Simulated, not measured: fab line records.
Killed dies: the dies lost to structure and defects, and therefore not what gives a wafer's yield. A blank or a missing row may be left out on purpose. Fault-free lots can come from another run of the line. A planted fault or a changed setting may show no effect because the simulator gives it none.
The tool behind it: which one?	flow n5Finfet	41 wafers from 14 lots sampled at 4 of the route's 1938 steps

## WHAT THE GAUGES READ, wafer by wafer
The record holds no reading of a measuring or inspecting step that can be judged against a usual standard deviation.

## WHAT TOOL EACH LOT RAN ON (gives the tool, then ch and the chambers of the sampled wafers, and finally the start)
lot	N5_BEOL_M15_STRIP_63	N5_BEOL_M15_DEVELOP_27	N5_BEOL_M15_DESCUM_33	N5_BEOL_M15_ETCH_61
L577	rieDiel-06 ch 1,2, day 11 09:49 or earlier	lithoTrack-05 ch 0, day 11 09:49	rieDiel-04 ch 1,2, day 11 10:09	rieDiel-04 ch 1,2, day 11 10:11
L578	rieDiel-04 ch 1,2,3, day 11 13:17 or earlier	lithoTrack-01 ch 0, day 11 13:17	rieDiel-04 ch 0,1,2, day 11 13:29	rieDiel-04 ch 0,1,2, day 11 13:31
L582	rieDiel-06 ch 0,1, day 12 05:47 or earlier	lithoTrack-03, day 12 05:47	rieDiel-04 ch 0,2,3, day 12 06:02	rieDiel-04 ch 0,2,3, day 12 06:04
L581	rieDiel-06 ch 0,2,3, day 12 05:59 or earlier	lithoTrack-03, day 12 05:59	rieDiel-06 ch 1,3, day 12 06:11	rieDiel-06 ch 1,3, day 12 06:14
L584	rieDiel-06 ch 0,1,2, day 12 19:05 or earlier	lithoTrack-01 ch 0, day 12 19:05	rieDiel-06 ch 0,3, day 12 19:17	rieDiel-06 ch 0,3, day 12 19:19
L587	rieDiel-04 ch 0,1, day 13 14:41 or earlier	lithoTrack-01 ch 0, day 13 14:41	rieDiel-02 ch 0,1,3, day 13 14:53	rieDiel-02 ch 0,1,3, day 13 14:55
L590	rieDiel-02 ch 0,2,3, day 14 21:31 or earlier	lithoTrack-03 ch 0, day 14 21:31	rieDiel-04 ch 1,2, day 14 21:48	rieDiel-04 ch 1,2, day 14 21:50
L592	rieDiel-02 ch 1,2,3, day 15 03:49 or earlier	lithoTrack-03 ch 0, day 15 03:49	rieDiel-04 ch 0,1,3, day 15 04:01	rieDiel-04 ch 0,1,3, day 15 04:03
L591	rieDiel-02 ch 1,2, day 15 07:30 or earlier	lithoTrack-03 ch 0, day 15 07:30	rieDiel-02 ch 0,2,3, day 15 07:42	rieDiel-02 ch 0,2,3, day 15 07:44
L593	rieDiel-04 ch 2,3, day 16 10:07 or earlier	lithoTrack-03 ch 0, day 16 10:07	rieDiel-02 ch 0,1,3, day 16 10:19	rieDiel-02 ch 0,1,3, day 16 10:21
L595	rieDiel-02 ch 1,3, day 16 23:13 or earlier	lithoTrack-05 ch 0, day 16 23:13	rieDiel-04 ch 0,1,2, day 16 23:24	rieDiel-04 ch 0,1,2, day 16 23:26
L599	rieDiel-02 ch 0,2,3, day 18 07:25 or earlier	lithoTrack-01 ch 0, day 18 07:25	rieDiel-06 ch 0,1,3, day 18 08:07	rieDiel-06 ch 0,1,3, day 18 08:08
L600	rieDiel-04 ch 0,3, day 19 10:05 or earlier	lithoTrack-03 ch 0, day 19 10:05	rieDiel-04 ch 0,3, day 19 10:17	rieDiel-04 ch 0,3, day 19 10:19
L598	rieDiel-04 ch 0,2,3, day 19 14:33 or earlier	lithoTrack-01 ch 0, day 19 14:33	rieDiel-02 ch 0,3, day 19 14:45	rieDiel-02 ch 0,3, day 19 14:47
- N5_BEOL_M15_STRIP_63: strips in O2.
- N5_BEOL_M15_DEVELOP_27: develop time 45 s.
- N5_BEOL_M15_DESCUM_33: chemistry O2, time 7.9 s.
- N5_BEOL_M15_ETCH_61: etches BARC in N2/H2, target depth 89 nm, overetch 26.7 nm, time 67.9 s.

## AS READ BY THE TOOLS THEMSELVES (means over the sampled wafers that have a number; for cases with no such wafer, the mark the record gives instead)
N5_BEOL_M15_STRIP_63.
lot	tool	chamberPressureMTorr (mTorr)	drypumpMotorCurrentA (A)	oesProductAu (a.u.)	rfVppV (V)	showerheadPlenumPTorr (Torr)	throttleValvePct (%)
L577	rieDiel-06	29.99	5.7	0.74	3.4	2.13	17.00
L578	rieDiel-04	30.03	5.5	0.78	3.6	2.12	16.75
L582	rieDiel-06	30.03	5.3	0.80	3.8	2.13	16.64
L581	rieDiel-06	30.03	5.7	0.86	3.5	2.07	16.52
L584	rieDiel-06	29.99	5.4	0.80	4.3	2.11	16.69
L587	rieDiel-04	30.00	5.8	0.74	3.8	2.15	16.72
L590	rieDiel-02	29.98	5.5	0.76	2.9	2.13	16.78
L592	rieDiel-02	29.96	5.7	0.78	3.3	2.13	16.65
L591	rieDiel-02	29.97	5.9	0.78	3.1	2.10	16.67
L593	rieDiel-04	29.95	5.1	0.78	3.6	2.06	16.82
L595	rieDiel-02	30.02	5.5	0.73	3.4	2.11	16.68
L599	rieDiel-02	30.02	5.5	0.82	3.4	2.12	16.64
L600	rieDiel-04	30.04	5.2	0.75	3.3	2.10	16.75
L598	rieDiel-04	30.01	5.1	0.76	3.7	2.07	16.81

N5_BEOL_M15_DEVELOP_27.
lot	tool	chillPlateTempC (C)	developerTempC (C)
L577	lithoTrack-05	22.86	20.93
L578	lithoTrack-01	23.13	20.94
L582	lithoTrack-03	-	-
L581	lithoTrack-03	-	-
L584	lithoTrack-01	22.97	20.97
L587	lithoTrack-01	22.80	20.98
L590	lithoTrack-03	22.99	21.11
L592	lithoTrack-03	23.11	21.09
L591	lithoTrack-03	23.04	20.94
L593	lithoTrack-03	22.92	20.89
L595	lithoTrack-05	23.07	20.98
L599	lithoTrack-01	23.02	20.98
L600	lithoTrack-03	22.86	20.94
L598	lithoTrack-01	22.91	21.09

N5_BEOL_M15_DESCUM_33.
lot	tool	chamberPressureMTorr (mTorr)	drypumpMotorCurrentA (A)	oesProductAu (a.u.)	rfVppV (V)	showerheadPlenumPTorr (Torr)	throttleValvePct (%)
L577	rieDiel-04	19.990	5.5	0.78	242.9	2.10	20.51
L578	rieDiel-04	19.993	5.4	0.78	243.4	2.10	20.46
L582	rieDiel-04	20.015	5.1	0.79	242.6	2.08	20.49
L581	rieDiel-06	19.996	5.7	0.77	243.2	2.13	20.54
L584	rieDiel-06	20.009	5.4	0.91	243.4	2.05	19.96
L587	rieDiel-02	19.997	5.3	0.72	243.5	2.11	20.50
L590	rieDiel-04	19.994	5.4	0.78	243.3	2.07	20.56
L592	rieDiel-04	20.007	5.5	0.75	244.1	2.13	20.50
L591	rieDiel-02	20.009	5.5	0.74	243.3	2.12	20.53
L593	rieDiel-02	20.001	5.3	0.81	243.3	2.10	20.37
L595	rieDiel-04	20.011	5.4	0.75	242.6	2.09	20.52
L599	rieDiel-06	19.982	5.6	0.79	242.7	2.07	20.31
L600	rieDiel-04	19.989	5.3	0.75	242.6	2.11	20.55
L598	rieDiel-02	19.997	5.1	0.77	243.5	2.12	20.38

N5_BEOL_M15_ETCH_61.
lot	tool	chamberPressureMTorr (mTorr)	drypumpMotorCurrentA (A)	oesProductAu (a.u.)	rfVppV (V)	showerheadPlenumPTorr (Torr)	throttleValvePct (%)
L577	rieDiel-04	30.035	5.6	0.67	524.7	2.54	17.94
L578	rieDiel-04	29.996	5.4	0.66	523.5	2.55	17.90
L582	rieDiel-04	30.002	5.1	0.68	523.5	2.52	17.87
L581	rieDiel-06	29.992	5.7	0.66	524.6	2.58	18.05
L584	rieDiel-06	29.995	5.3	0.77	523.1	2.51	17.52
L587	rieDiel-02	29.988	5.3	0.62	523.8	2.57	18.09
L590	rieDiel-04	29.993	5.4	0.66	522.0	2.50	17.98
L592	rieDiel-04	29.999	5.5	0.64	524.3	2.58	17.88
L591	rieDiel-02	29.990	5.6	0.65	525.0	2.58	18.05
L593	rieDiel-02	29.987	5.4	0.69	523.9	2.56	17.95
L595	rieDiel-04	29.975	5.4	0.64	523.3	2.53	17.96
L599	rieDiel-06	29.981	5.6	0.68	522.5	2.53	17.84
L600	rieDiel-04	29.989	5.2	0.65	524.1	2.55	17.88
L598	rieDiel-02	30.010	5.1	0.66	525.0	2.59	17.96

## THE ANSWER, worked out from the rows above alone
Rule: the usual values come from the lots themselves. Put in order of their means at a reading, lots are off if they are a third of the lots or fewer, leave a main group of 4 or more, and stand apart from it by a gap of 3 or more times the standard deviation of the main group's means; of several such gaps the widest counts. A main group is skipped when, at the precision printed for the reading in the tables above, its means are all equal. A lot without any number at a reading at which 4 lots or more have one is off too. Any other lot the step has rows for is counted as sound. Order of review: gauges by route order, followed by the tools' own readings, for which a lot's mean as printed above is used. The first step at which some lot is off is used, and at that step the reading that is off furthest; a lot without a number counts as furthest.
Off: L582, L581 (N5_BEOL_M15_DEVELOP_27, chillPlateTempC). Without a number there: L582, L581. The main group: mean 22.97 C, standard deviation 0.1.
If a tool, at that step or one of the process steps before it, ran each lot that is off and ran no sound lot following the first of them, it fits. N5_BEOL_M15_STRIP_63: start missing for some lots; hours and lot order therefore follow N5_BEOL_M15_DEVELOP_27. Not one of the candidates tried fits.

## WHAT THE SIMULATOR HAD PUT IN
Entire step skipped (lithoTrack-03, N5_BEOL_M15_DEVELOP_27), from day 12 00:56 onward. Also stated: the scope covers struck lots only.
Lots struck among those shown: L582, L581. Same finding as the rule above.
